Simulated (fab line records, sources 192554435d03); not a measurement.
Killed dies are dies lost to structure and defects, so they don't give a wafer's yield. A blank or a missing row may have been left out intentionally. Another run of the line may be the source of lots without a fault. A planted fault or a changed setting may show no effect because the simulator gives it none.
fab line records + flow n5_finfet
[record]
- lots = 9
- wafers = 27
- last_day = 19
route steps=1938 shown FIN_SAQP@120 BEOL_M4@1111
lots that met no fault: from a run of the same line without faults
start_h: the number of hours between the record's first day and the start of the first shown wafer of the lot + wait_h: time in hours since the lot's previous step + " the same as in the row above + L1.1+2: a row that stands for several wafers + - value missing, or start not given + * or withheld: withheld + < > ~ a bound
route shown NAME@n: names a module that has steps shown in the file, with the first one's number in the route + usual: mean/standard deviation of fault-free wafers + same: alike in all rows + chamber/n: place in a boat + sites: per-site readings + _std_site: standard deviation of those values + _edge_site: outer sites' mean less inner sites' + radius_mm: how far each site lies from the wafer's centre + mask NAME#n: copy n + behind: the most recent tool/chamber to have shaped the wafer + hold: cause of the lot's hold/its duration in hours/its outcome + device: names the non-switching transistor (n, p or np) + end of line: the same wafers' tests at the end of the route + for a step that has no rows: nothing shown but its recipe + killed: count of dies lost to structure and defects at first sort (not the wafer's yield) + map: a wafer's dies, x killed, . not, _ none there
set.NAME: setting as actually run; set.NAME@STEP: the setting as run at that earlier step + model.NAME: the simulator's own value behind a step, which no gauge read
the route's steps for a sample of lots (tables are steps, rows are wafers)
services: the hour from which a tool's chamber was out of use, counted from the record's first day as start_h (under 0 if before that day), plus the number of hours and why
[[steps]]
[step N5_FIN_SAQP_MANDREL_ETCH_22]
[recipe]
- target_depth_a = 600
- chemistry = HBr/Cl2
- target = a-Si
- stop_on = SiNx
- bt_time_s = 10
- over_etch_frac = 0.5
- time_s = 30
- pressure_mtorr = 10
- icp_w = 800
- bias_w = 75
- HBr_flow_sccm = 150
- Cl2_flow_sccm = 80
- ends = end_point
[usual]
- drypump_motor_current_A = 5.7/0.53
- oes_product_au = 0.773/0.011
- throttle_valve_pct = 35.5/0.42
| lot.wafer | tool      | chamber | start_h | wait_h | drypump_motor_current_A | oes_product_au | rf_hours_counter_h | throttle_valve_pct |
|-----------|-----------|---------|---------|--------|-------------------------|----------------|--------------------|--------------------|
| L248.1    | rie_si-03 | 1       | 29.71   | 0.0    | 5.0                     | 0.772          | 44                 | 35.0               |
| L248.2    | "         | 2       | "       | "      | 5.1                     | 0.767          | 118                | 35.2               |
| L248.6    | "         | 1       | "       | "      | 5.0                     | 0.789          | -                  | 35.0               |
| L253.2    | rie_si-03 | 2       | 58.94   | 0.0    | 5.1                     | 0.769          | 119                | 35.2               |
| L253.5    | "         | 1       | "       | "      | 5.0                     | 0.784          | -                  | 35.0               |
| L253.6    | "         | 2       | "       | "      | 5.1                     | 0.780          | -                  | 35.2               |
| L254.1    | rie_si-03 | 3       | 64.47   | 0.0    | 5.8                     | 0.753          | 2                  | 36.3               |
| L254.3    | "         | 1       | "       | "      | 5.0                     | 0.780          | 45                 | 35.0               |
| L254.6    | "         | 2       | "       | "      | 5.1                     | 0.780          | -                  | 35.2               |
| L255.2    | rie_si-03 | 3       | 71.21   | 0.0    | 5.8                     | 0.761          | 2                  | 36.2               |
| L255.4    | "         | 1       | "       | "      | 5.0                     | 0.782          | 45                 | 35.0               |
| L255.5    | "         | 1       | "       | "      | 5.0                     | 0.778          | -                  | 35.0               |
| L256.1    | rie_si-03 | 1       | 76.82   | 0.0    | 5.0                     | 0.778          | 45                 | 35.0               |
| L256.4    | "         | 3       | "       | "      | 5.9                     | 0.756          | 2                  | 36.2               |
| L256.5    | "         | 2       | "       | "      | 5.1                     | 0.767          | -                  | 35.2               |
| L260.1    | rie_si-03 | 2       | 101.82  | 0.0    | 5.1                     | 0.767          | 120                | 35.2               |
| L260.5    | "         | 2       | "       | "      | 5.1                     | 0.785          | -                  | 35.2               |
| L260.6    | "         | 1       | "       | "      | 5.0                     | 0.787          | -                  | 34.9               |
| L261.2    | rie_si-03 | 1       | 106.71  | 0.0    | 5.0                     | 0.766          | 46                 | 35.0               |
| L261.3    | "         | 0       | "       | "      | 6.3                     | 0.784          | 1                  | 35.6               |
| L261.5    | "         | 2       | "       | "      | 5.1                     | 0.767          | -                  | 35.2               |
| L263.4    | rie_si-03 | 3       | 118.22  | 0.0    | 5.8                     | 0.763          | 3                  | 36.2               |
| L263.5    | "         | 3       | "       | "      | 5.8                     | 0.767          | -                  | 36.2               |
| L263.6    | "         | 2       | "       | "      | 5.1                     | 0.777          | -                  | 35.2               |
| L270.1    | rie_si-05 | 3       | 159.72  | 0.0    | 6.1                     | 0.770          | 90                 | 35.7               |
| L270.3    | "         | 1       | "       | "      | 5.6                     | 0.759          | 115                | 35.1               |
| L270.5    | "         | 0       | "       | "      | 5.6                     | 0.773          | -                  | 35.4               |
[step N5_FIN_SAQP_RECESS_75]
[recipe]
- chemistry = HF/NH3
- target = SiO2
- target_depth_a = 144
- afs_cycles = 3
- temp_c = 30
- sublimation_temp_c = 180
- sublimation_time_s = 60
[usual]
- drypump_motor_current_A = 5.87/0.29
- sublimation_temp_c = 180.00/0.16
| lot.wafer | tool          | chamber | start_h | wait_h | drypump_motor_current_A | sublimation_temp_c |
|-----------|---------------|---------|---------|--------|-------------------------|--------------------|
| L248.1    | vapor_etch-01 | 0       | 30.14   | 0.0    | 6.20                    | 180.17             |
| L248.2    | "             | 1       | "       | "      | 5.72                    | 180.08             |
| L248.6    | "             | 1       | "       | "      | 5.72                    | 179.97             |
| L253.2    | vapor_etch-01 | 0       | 59.52   | 0.1    | 6.24                    | 179.96             |
| L253.5    | "             | 0       | "       | "      | 6.22                    | 179.90             |
| L253.6    | "             | 1       | "       | "      | 5.72                    | 179.90             |
| L254.1    | vapor_etch-01 | 0       | 64.89   | 0.0    | 6.22                    | 179.90             |
| L254.3    | "             | 1       | "       | "      | 5.72                    | 179.89             |
| L254.6    | "             | 0       | "       | "      | 6.21                    | 179.73             |
| L255.2    | vapor_etch-01 | 0       | 71.63   | 0.0    | 6.22                    | 180.13             |
| L255.4    | "             | 0       | "       | "      | 6.24                    | 180.15             |
| L255.5    | "             | 0       | "       | "      | 6.22                    | 180.34             |
| L256.1    | vapor_etch-01 | 0       | 77.24   | 0.0    | 6.25                    | 180.10             |
| L256.4    | "             | 1       | "       | "      | 5.73                    | 180.21             |
| L256.5    | "             | 0       | "       | "      | 6.22                    | 179.97             |
| L260.1    | vapor_etch-01 | 1       | 102.55  | 0.3    | 5.72                    | 179.99             |
| L260.5    | "             | 0       | "       | "      | 6.19                    | 179.96             |
| L260.6    | "             | 1       | "       | "      | 5.72                    | 179.99             |
| L261.2    | vapor_etch-01 | 1       | 108.04  | 0.9    | 5.71                    | 179.93             |
| L261.3    | "             | 1       | "       | "      | 5.73                    | 179.90             |
| L261.5    | "             | 1       | "       | "      | 5.71                    | 179.82             |
| L263.4    | vapor_etch-02 | 1       | 118.78  | 0.1    | 5.85                    | 179.90             |
| L263.5    | "             | 0       | "       | "      | 5.41                    | 179.90             |
| L263.6    | "             | 1       | "       | "      | 5.87                    | 179.70             |
| L270.1    | vapor_etch-02 | 0       | 160.15  | 0.0    | 5.42                    | 180.04             |
| L270.3    | "             | 0       | "       | "      | 5.40                    | 180.01             |
| L270.5    | "             | 0       | "       | "      | 5.41                    | 180.20             |
[step N5_FIN_SAQP_ETCH_57]
[recipe]
- chemistry = CH3F/O2
- target = SiNx
- mask_material = SiO2
- target_depth_a = 325
- time_s = 46.4
- pressure_mtorr = 30
- source_w = 395
- bias_w = 73
- Ar_flow_sccm = 150
- CH3F_flow_sccm = 30
- O2_flow_sccm = 20
- ion_energy_ev = 120
- ends = cleared
[usual]
- drypump_motor_current_A = 5.5/0.35
- etch_rf_on_time_s = 46.2/1.1
- oes_product_au = 0.67/0.079
- rf_vpp_V = 297/5.9
- showerhead_plenum_p_Torr = 2.01/0.08
- throttle_valve_pct = 16.35/0.25
| lot.wafer | tool        | chamber | start_h | wait_h | drypump_motor_current_A | etch_rf_on_time_s | oes_product_au | rf_hours_counter_h | rf_vpp_V | showerhead_plenum_p_Torr | throttle_valve_pct |
|-----------|-------------|---------|---------|--------|-------------------------|-------------------|----------------|--------------------|----------|--------------------------|--------------------|
| L248.1    | rie_diel-01 | 1       | 31.79   | 0.1    | 5.2                     | 46.6              | 0.62           | 200                | 296      | 2.07                     | 16.42              |
| L248.2    | "           | 2       | "       | "      | 5.9                     | 45.1              | 0.63           | 178                | 287      | 1.91                     | 16.45              |
| L248.6    | "           | 0       | "       | "      | 5.4                     | 45.9              | 0.60           | -                  | 303      | 1.99                     | 16.59              |
| L253.2    | rie_diel-03 | 3       | 60.92   | 0.1    | 5.5                     | 48.0              | 0.71           | 54                 | 292      | 2.11                     | 16.08              |
| L253.5    | "           | 0       | "       | "      | 5.3                     | 47.0              | 0.68           | -                  | 308      | 1.94                     | 16.28              |
| L253.6    | "           | 3       | "       | "      | 5.5                     | 48.8              | 0.70           | -                  | 291      | 2.11                     | 16.05              |
| L254.1    | rie_diel-03 | 2       | 66.41   | 0.0    | 5.6                     | 45.0              | 0.68           | 88                 | 292      | 1.94                     | 16.38              |
| L254.3    | "           | 3       | "       | "      | 5.5                     | 46.9              | 0.70           | 56                 | 292      | 2.11                     | 16.05              |
| L254.6    | "           | 2       | "       | "      | 5.6                     | 45.4              | 0.68           | -                  | 293      | 1.94                     | 16.38              |
| L255.2    | rie_diel-03 | 2       | 73.13   | 0.0    | 5.6                     | 45.1              | 0.68           | 90                 | 292      | 1.94                     | 16.39              |
| L255.4    | "           | 1       | "       | "      | 5.3                     | 44.7              | 0.84           | 5                  | 297      | 2.15                     | 15.93              |
| L255.5    | "           | 1       | "       | "      | 5.3                     | 44.4              | 0.84           | -                  | 298      | 2.15                     | 15.92              |
| L256.1    | rie_diel-03 | 0       | 78.62   | 0.1    | 5.4                     | 44.5              | 0.68           | 105                | 307      | 1.94                     | 16.30              |
| L256.4    | "           | 3       | "       | "      | 5.5                     | 47.9              | 0.70           | 59                 | 292      | 2.11                     | 16.07              |
| L256.5    | "           | 1       | "       | "      | 5.3                     | 43.9              | 0.83           | -                  | 297      | 2.15                     | 15.92              |
| L260.1    | rie_diel-01 | 2       | 104.49  | 0.2    | 6.0                     | 46.3              | 0.61           | 208                | 287      | 1.90                     | 16.51              |
| L260.5    | "           | 2       | "       | "      | 5.9                     | 38.8              | 0.60           | -                  | 287      | 1.90                     | 16.51              |
| L260.6    | "           | 3       | "       | "      | 4.9                     | 37.2              | 0.87           | -                  | 293      | 2.05                     | 16.03              |
| L261.2    | rie_diel-03 | 0       | 109.89  | 0.1    | 5.4                     | 37.8              | 0.67           | 115                | 308      | 1.93                     | 16.32              |
| L261.3    | "           | 1       | "       | "      | 5.3                     | 44.8              | 0.81           | 17                 | 298      | 2.14                     | 15.95              |
| L261.5    | "           | 2       | "       | "      | 5.6                     | 37.9              | 0.67           | -                  | 293      | 1.93                     | 16.41              |
| L263.4    | rie_diel-04 | 3       | 120.00  | 0.0    | 5.8                     | 46.8              | 0.59           | 248                | 287      | 1.88                     | 16.70              |
| L263.5    | "           | 1       | "       | "      | 6.5                     | 37.6              | 0.77           | -                  | 302      | 1.97                     | 16.50              |
| L263.6    | "           | 2       | "       | "      | 5.4                     | 38.4              | 0.71           | -                  | 297      | 2.03                     | 15.99              |
| L270.1    | rie_diel-03 | 3       | 161.50  | 0.0    | 5.5                     | 47.3              | 0.67           | 85                 | 291      | 2.10                     | 16.12              |
| L270.3    | "           | 2       | "       | "      | 5.6                     | 45.1              | 0.66           | 118                | 292      | 1.93                     | 16.45              |
| L270.5    | "           | 2       | "       | "      | 5.6                     | 46.7              | 0.66           | -                  | 292      | 1.93                     | 16.43              |
[step N5_FIN_SAQP_MANDREL_ETCH_58]
[recipe]
- chemistry = HBr/Cl2
- target = a-Si
- target_depth_a = 450
- bt_time_s = 10
- stop_on = SiNx
- mask_material = SiO2
- over_etch_frac = 0.8
- time_s = 27
- pressure_mtorr = 10
- icp_w = 800
- bias_w = 75
- HBr_flow_sccm = 150
- Cl2_flow_sccm = 80
- ends = end_point
[usual]
- drypump_motor_current_A = 5.9/0.47
- oes_product_au = 0.702/0.01
- throttle_valve_pct = 35.6/0.32
| lot.wafer | tool      | chamber | start_h | wait_h | drypump_motor_current_A | oes_product_au | rf_hours_counter_h | throttle_valve_pct |
|-----------|-----------|---------|---------|--------|-------------------------|----------------|--------------------|--------------------|
| L248.1    | rie_si-03 | 0       | 31.93   | 0.0    | 6.3                     | 0.715          | 204                | 36.0               |
| L248.2    | "         | 1       | "       | "      | 5.0                     | 0.695          | 44                 | 35.2               |
| L248.6    | "         | 0       | "       | "      | 6.3                     | 0.706          | -                  | 36.0               |
| L253.2    | rie_si-04 | 2       | 61.06   | 0.0    | 5.8                     | 0.693          | 150                | 35.8               |
| L253.5    | "         | 1       | "       | "      | 6.4                     | 0.712          | -                  | 35.8               |
| L253.6    | "         | 2       | "       | "      | 5.8                     | 0.703          | -                  | 35.8               |
| L254.1    | rie_si-05 | 3       | 66.55   | 0.0    | 6.1                     | 0.697          | 88                 | 35.9               |
| L254.3    | "         | 2       | "       | "      | 6.3                     | 0.689          | 128                | 35.3               |
| L254.6    | "         | 1       | "       | "      | 5.6                     | 0.699          | -                  | 35.3               |
| L255.2    | rie_si-04 | 2       | 73.28   | 0.0    | 5.8                     | 0.693          | 151                | 35.8               |
| L255.4    | "         | 3       | "       | "      | 6.6                     | 0.719          | 48                 | 35.7               |
| L255.5    | "         | 2       | "       | "      | 5.8                     | 0.694          | -                  | 35.8               |
| L256.1    | rie_si-04 | 0       | 78.76   | 0.0    | 5.2                     | 0.696          | 177                | 35.3               |
| L256.4    | "         | 1       | "       | "      | 6.4                     | 0.714          | 176                | 35.8               |
| L256.5    | "         | 1       | "       | "      | 6.4                     | 0.713          | -                  | 35.8               |
| L260.1    | rie_si-03 | 0       | 104.63  | 0.0    | 6.3                     | 0.706          | 1                  | 35.8               |
| L260.5    | "         | 2       | "       | "      | 5.1                     | 0.707          | -                  | 35.4               |
| L260.6    | "         | 3       | "       | "      | 5.8                     | 0.691          | -                  | 36.4               |
| L261.2    | rie_si-04 | 2       | 110.03  | 0.0    | 5.8                     | 0.693          | 151                | 35.8               |
| L261.3    | "         | 0       | "       | "      | 5.2                     | 0.704          | 177                | 35.3               |
| L261.5    | "         | 3       | "       | "      | 6.5                     | 0.713          | -                  | 35.7               |
| L263.4    | rie_si-05 | 1       | 120.15  | 0.0    | 5.6                     | 0.709          | 115                | 35.2               |
| L263.5    | "         | 2       | "       | "      | 6.3                     | 0.701          | -                  | 35.3               |
| L263.6    | "         | 3       | "       | "      | 6.1                     | 0.719          | -                  | 35.9               |
| L270.1    | rie_si-04 | 0       | 161.64  | 0.0    | 5.2                     | 0.701          | 178                | 35.3               |
| L270.3    | "         | 2       | "       | "      | 5.8                     | 0.689          | 152                | 35.8               |
| L270.5    | "         | 1       | "       | "      | 6.4                     | 0.714          | -                  | 35.8               |
[step N5_FIN_SAQP_RECESS_63]
[recipe]
- chemistry = HF/NH3
- target = SiO2
- target_depth_a = 180
- afs_cycles = 3
- temp_c = 30
- sublimation_temp_c = 180
- sublimation_time_s = 60
[usual]
- drypump_motor_current_A = 5.84/0.29
- sublimation_temp_c = 180.03/0.16
| lot.wafer | tool          | chamber | start_h | wait_h | drypump_motor_current_A | sublimation_temp_c |
|-----------|---------------|---------|---------|--------|-------------------------|--------------------|
| L248.1    | vapor_etch-01 | 1       | 32.01   | 0.1    | 5.71                    | 179.95             |
| L248.2    | "             | 0       | "       | "      | 6.23                    | 180.04             |
| L248.6    | "             | 1       | "       | "      | 5.71                    | 179.72             |
| L253.2    | vapor_etch-02 | 0       | 61.14   | 0.1    | 5.40                    | 179.92             |
| L253.5    | "             | 1       | "       | "      | 5.86                    | 180.03             |
| L253.6    | "             | 0       | "       | "      | 5.41                    | 179.81             |
| L254.1    | vapor_etch-02 | 1       | 66.63   | 0.1    | 5.85                    | 179.94             |
| L254.3    | "             | 0       | "       | "      | 5.40                    | 180.12             |
| L254.6    | "             | 0       | "       | "      | 5.40                    | 179.82             |
| L255.2    | vapor_etch-01 | 0       | 73.36   | 0.1    | 6.23                    | 180.29             |
| L255.4    | "             | 0       | "       | "      | 6.25                    | 180.23             |
| L255.5    | "             | 0       | "       | "      | 6.26                    | 179.90             |
| L256.1    | vapor_etch-01 | 0       | 78.84   | 0.1    | 6.20                    | 179.97             |
| L256.4    | "             | 0       | "       | "      | 6.19                    | 179.86             |
| L256.5    | "             | 1       | "       | "      | 5.71                    | 179.92             |
| L260.1    | vapor_etch-01 | 1       | 104.86  | 0.2    | 5.71                    | 179.95             |
| L260.5    | "             | 1       | "       | "      | 5.72                    | 179.92             |
| L260.6    | "             | 0       | "       | "      | 6.24                    | 180.10             |
| L261.2    | vapor_etch-01 | 1       | 110.11  | 0.1    | 5.72                    | 179.87             |
| L261.3    | "             | 1       | "       | "      | 5.72                    | 179.96             |
| L261.5    | "             | 1       | "       | "      | 5.73                    | 179.99             |
| L263.4    | vapor_etch-01 | 0       | 120.35  | 0.2    | 6.22                    | 180.29             |
| L263.5    | "             | 0       | "       | "      | 6.22                    | 179.89             |
| L263.6    | "             | 1       | "       | "      | 5.71                    | 180.17             |
| L270.1    | vapor_etch-02 | 1       | 161.72  | 0.1    | 5.85                    | 179.76             |
| L270.3    | "             | 1       | "       | "      | 5.85                    | 180.10             |
| L270.5    | "             | 1       | "       | "      | 5.85                    | 179.96             |
[step N5_BEOL_M4_RC_MEAS_101]
[usual]
- DIBL_N = 36.5/1.9
- DIBL_P = 36.4/2.2
- IOFF_N = 0.17/0.034
- IOFF_P = 0.21/0.036
- ION_N = 678/12
- ION_P = 462/7.1
- SS_N = 71.7/0.61
- SS_P = 73.4/0.71
- VT_N = 249/3.5
- VT_P = -251/3
| lot.wafer | tool      | chamber | start_h | wait_h | DIBL_N[mV/V] | DIBL_P[mV/V] | IOFF_N[nA/um] | IOFF_P[nA/um] | ION_N[uA/um] | ION_P[uA/um] | SS_N[mV/dec] | SS_P[mV/dec] | VT_N[mV] | VT_P[mV] |
|-----------|-----------|---------|---------|--------|--------------|--------------|---------------|---------------|--------------|--------------|--------------|--------------|----------|----------|
| L248.1    | prober-02 | 0       | 185.35  | 0.0    | 37.6         | 37.9         | 0.16          | 0.23          | 671          | 455          | 71.6         | 73.9         | 248      | -250     |
| L248.2    | "         | 0       | "       | "      | 40.3         | 40.5         | 0.23          | 0.27          | 691          | 471          | 71.8         | 75.4         | 243      | -247     |
| L248.6    | "         | 0       | "       | "      | 36.1         | 35.1         | 0.15          | 0.18          | 666          | 453          | 70.9         | 73.0         | 251      | -253     |
| L253.2    | prober-01 | 0       | 213.71  | 0.2    | 38.0         | 36.3         | 0.18          | 0.21          | 679          | 458          | 71.9         | 73.6         | 250      | -251     |
| L253.5    | "         | 0       | "       | "      | 38.1         | 36.2         | 0.17          | 0.19          | 669          | 453          | 72.0         | 73.5         | 252      | -255     |
| L253.6    | "         | 0       | "       | "      | 36.9         | 36.1         | 0.16          | 0.21          | 676          | 461          | 71.0         | 73.4         | 248      | -249     |
| L255.2    | prober-01 | 0       | 237.59  | 0.2    | 36.3         | 34.0         | 0.13          | 0.17          | 664          | 456          | 70.8         | 72.6         | 253      | -258     |
| L255.4    | "         | 0       | "       | "      | 36.0         | 33.9         | 0.13          | 0.16          | 671          | 453          | 70.9         | 73.0         | 252      | -255     |
| L255.5    | "         | 0       | "       | "      | 35.0         | 32.9         | 0.12          | 0.16          | 658          | 458          | 71.3         | 72.2         | 256      | -256     |
| L254.1    | prober-02 | 0       | 238.07  | 0.0    | 34.9         | 34.9         | 0.15          | 0.20          | 681          | 470          | 71.3         | 73.2         | 247      | -250     |
| L254.3    | "         | 0       | "       | "      | 35.3         | 33.9         | 0.15          | 0.19          | 666          | 458          | 71.8         | 72.7         | 249      | -248     |
| L254.6    | "         | 0       | "       | "      | 34.3         | 33.7         | 0.14          | 0.19          | 667          | 469          | 71.0         | 72.7         | 250      | -253     |
| L256.1    | prober-01 | 0       | 249.88  | 0.0    | 38.7         | 38.9         | 0.20          | 0.23          | 692          | 470          | 72.4         | 74.4         | 244      | -250     |
| L256.4    | "         | 0       | "       | "      | 37.5         | 38.0         | 0.18          | 0.21          | 691          | 467          | 72.1         | 73.2         | 249      | -252     |
| L256.5    | "         | 0       | "       | "      | 36.0         | 35.6         | 0.14          | 0.17          | 664          | 457          | 71.6         | 73.2         | 254      | -256     |
| L261.2    | prober-02 | 0       | 282.68  | 0.2    | 39.9         | 40.4         | 0.25          | 0.28          | 707          | 470          | 72.9         | 75.2         | 245      | -248     |
| L261.3    | "         | 0       | "       | "      | 35.5         | 34.8         | 0.16          | 0.19          | 663          | 453          | 71.0         | 73.6         | 251      | -251     |
| L261.5    | "         | 0       | "       | "      | 37.2         | 36.8         | 0.18          | 0.23          | 674          | 462          | 72.1         | 74.4         | 249      | -249     |
| L260.1    | prober-01 | 0       | 289.49  | 0.0    | 37.5         | 36.2         | 0.16          | 0.18          | 668          | 446          | 72.7         | 73.4         | 253      | -259     |
| L260.5    | "         | 0       | "       | "      | 38.6         | 39.0         | 0.19          | 0.22          | 682          | 451          | 71.7         | 73.4         | 247      | -252     |
| L260.6    | "         | 0       | "       | "      | 37.2         | 37.2         | 0.16          | 0.19          | 672          | 452          | 72.5         | 73.2         | 254      | -253     |
| L263.4    | prober-02 | 0       | 298.76  | 0.5    | 36.8         | 35.1         | 0.16          | 0.19          | 683          | 464          | 71.6         | 73.5         | 249      | -251     |
| L263.5    | "         | 0       | "       | "      | 39.3         | 38.0         | 0.19          | 0.25          | 680          | 468          | 72.0         | 74.0         | 248      | -248     |
| L263.6    | "         | 0       | "       | "      | 36.1         | 33.2         | 0.14          | 0.16          | 671          | 451          | 71.9         | 73.2         | 252      | -255     |
| L270.1    | prober-01 | 0       | 347.71  | 0.0    | 36.4         | 35.3         | 0.16          | 0.21          | 669          | 459          | 71.8         | 73.7         | 250      | -250     |
| L270.3    | "         | 0       | "       | "      | 34.1         | 32.6         | 0.13          | 0.17          | 673          | 464          | 71.4         | 72.4         | 253      | -253     |
| L270.5    | "         | 0       | "       | "      | 34.1         | 32.6         | 0.13          | 0.18          | 676          | 466          | 71.1         | 73.0         | 251      | -252     |
[[services]]
| tool          | chamber | start_h | hours | kind                          |
|---------------|---------|---------|-------|-------------------------------|
| rie_diel-01   | -       | 7.89    | 15.6  | pm                            |
| rie_si-03     | -       | 26.89   | 2.6   | repair                        |
| rie_diel-01   | 3       | 32.21   | 1.2   | repair                        |
| rie_diel-04   | 3       | 35.70   | 3.2   | repair                        |
| rie_diel-03   | 1       | 37.62   | -     | clean                         |
| rie_diel-03   | 1       | 37.62   | -     | consumable_replace:focus_ring |
| rie_diel-03   | 1       | 37.62   | -     | consumable_replace:showerhead |
| rie_si-03     | 1       | 41.53   | 2.1   | repair                        |
| rie_diel-01   | 1       | 44.79   | 3.1   | repair                        |
| rie_si-03     | -       | 54.11   | 4.0   | pm                            |
| rie_si-03     | 0       | 58.11   | -     | clean                         |
| rie_si-03     | 0       | 58.11   | 11.9  | scheduled_down                |
| rie_si-03     | 0       | 58.11   | 11.9  | vent_cycle                    |
| rie_si-04     | -       | 61.52   | 0.4   | repair                        |
| rie_si-05     | 3       | 70.10   | 7.6   | repair                        |
| vapor_etch-02 | -       | 78.77   | 2.8   | pm                            |
| rie_diel-04   | 1       | 80.43   | 8.6   | repair                        |
| vapor_etch-02 | -       | 88.19   | 28.1  | pm                            |
| rie_diel-01   | 2       | 88.49   | 2.0   | repair                        |
| rie_diel-03   | -       | 111.08  | 2.8   | pm                            |
| rie_si-03     | 1       | 120.04  | 5.0   | repair                        |
| rie_diel-03   | 1       | 141.39  | 6.8   | repair                        |
| rie_si-03     | 3       | 147.99  | 2.1   | repair                        |
| rie_diel-03   | 0       | 149.41  | 9.5   | repair                        |
[[key]]
[first_sign]
- step = N5_FIN_SAQP_ETCH_57
- reading = etch_rf_on_time_s
- direction = down
- sigmas = 7.5
- usual = *
- struck = *
effect none on later readings
met_at N5_FIN_SAQP_MANDREL_ETCH_22
struck_lots L260,L261,L263
struck_wafers L260.5,L260.6,L261.2,L261.5,L263.5,L263.6
not_acting_at N5_FIN_SAQP_RECESS_75,N5_FIN_SAQP_MANDREL_ETCH_58,N5_FIN_SAQP_RECESS_63
onset_between 76.82 101.82
[fault]
- kind = process_parameter_drift
- tool = rie_si-03
- chamber = -
- onset_h = 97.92
- steps = N5_FIN_SAQP_MANDREL_ETCH_22
- channel = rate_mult
- offset = 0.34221
- shape = step
- end_h = 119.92
- scope = struck_wafers_only
